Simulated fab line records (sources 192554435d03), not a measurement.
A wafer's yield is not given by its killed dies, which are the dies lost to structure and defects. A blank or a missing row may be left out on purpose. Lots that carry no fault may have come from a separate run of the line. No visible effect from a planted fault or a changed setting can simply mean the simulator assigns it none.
A single fault, viewed from 3 desks :: flow n5Finfet :: each desk has only its own numbers; what lay behind them comes last

THE DEFECT DESK
Inspection counts along the route, by lot: the mean over sampled wafers that carry a number. The brackets show how far a lot's mean lies from the usual mean; more than 4 standard deviations puts the lot out of limits, marked OUT.
Columns: A = rawDefectCount at N5_DUMMY_GATE_INSPECT_17, usual 202
lot: L290
first seen here: day 4 10:50
A: 111

lot: L293
first seen here: day 5 06:44
A: 203

lot: L300
first seen here: day 6 23:14
A: 218

lot: L301
first seen here: day 7 04:47
A: 200

lot: L305
first seen here: day 8 04:11
A: 262

lot: L306
first seen here: day 8 11:14
A: 205
This desk's finding: nothing out of limits on any of the 6 lots.

THE TOOL OWNER'S DESK: lithoTrack-05
The tool's own readings at N5_DUMMY_GATE_COAT_09 (resist thk 30 nm): means of the sampled wafers that have a number, for each lot that ran on this tool. The brackets show how far a lot's mean lies from the usual mean; more than 4 standard deviations puts the lot out of limits, marked OUT.
Columns: A = resistLineTempC at N5_DUMMY_GATE_COAT_09, usual 23.02 C; B = spinSpeedRpm at N5_DUMMY_GATE_COAT_09, usual 1500.0 rpm
lot: L290
first seen here: day 4 10:29
A: 23.03
B: 1500.4

lot: L293
first seen here: day 5 06:15
A: 23.00
B: 1500.3

lot: L300
first seen here: day 6 22:45
A: 22.98
B: 1542.4 (+35) OUT

lot: L301
first seen here: day 7 04:18
A: 23.10
B: 1543.9 (+37) OUT
This desk's finding: out of limits on L300, L301; first on L300, day 6 22:45 (spinSpeedRpm at N5_DUMMY_GATE_COAT_09). Within limits: L290, L293.

METROLOGY DESK
What the gauges read for every lot (on any tool): the sampled wafers with a number, averaged. The brackets show how far a lot's mean lies from the usual mean; more than 4 standard deviations puts the lot out of limits, marked OUT.
Columns: A = thkNm at N5_DUMMY_GATE_THK_MEAS_05, usual 71.6 nm; B = cdNm at N5_DUMMY_GATE_CD_MEAS_15, usual 24.90 nm; C = GATE_OVL at N5_DUMMY_GATE_OVL_MEAS_16, usual 0.5 nm
lot: L290
first seen here: day 4 06:27
A: 72.6
B: 24.98
C: 0.0

lot: L293
first seen here: day 5 02:13
A: 72.1
B: 24.76
C: 1.6

lot: L300
first seen here: day 6 18:43
A: 72.5
B: 25.14
C: 0.5

lot: L301
first seen here: day 7 00:16
A: 70.9
B: 24.80
C: 0.2

lot: L305
first seen here: day 7 23:40
A: 71.5
B: 24.85
C: 1.2

lot: L306
first seen here: day 8 06:43
A: 71.9
B: 24.82
C: -0.3
This desk's finding: nothing out of limits on any of the 6 lots.

PUT TOGETHER
On L300, L301, at day 6 22:45, an alarm was possible from the tool owner's desk.
Nothing the defect desk looked at was out of limits.
Metrology desk: nothing out of limits seen.
The defect desk has L300, L301 on record, within its limits.
The metrology desk has L300, L301 on record, within its limits.
Every lot named ran N5_DUMMY_GATE_COAT_09 on lithoTrack-05.

WHAT THE SIMULATOR HAD PUT IN
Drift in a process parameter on lithoTrack-05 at N5_DUMMY_GATE_COAT_09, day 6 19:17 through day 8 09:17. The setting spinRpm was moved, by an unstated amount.
Shown lots that were struck: L300, L301.
Hours from the fault's start to each desk's first reading out of limits: the tool owner's desk, 3.
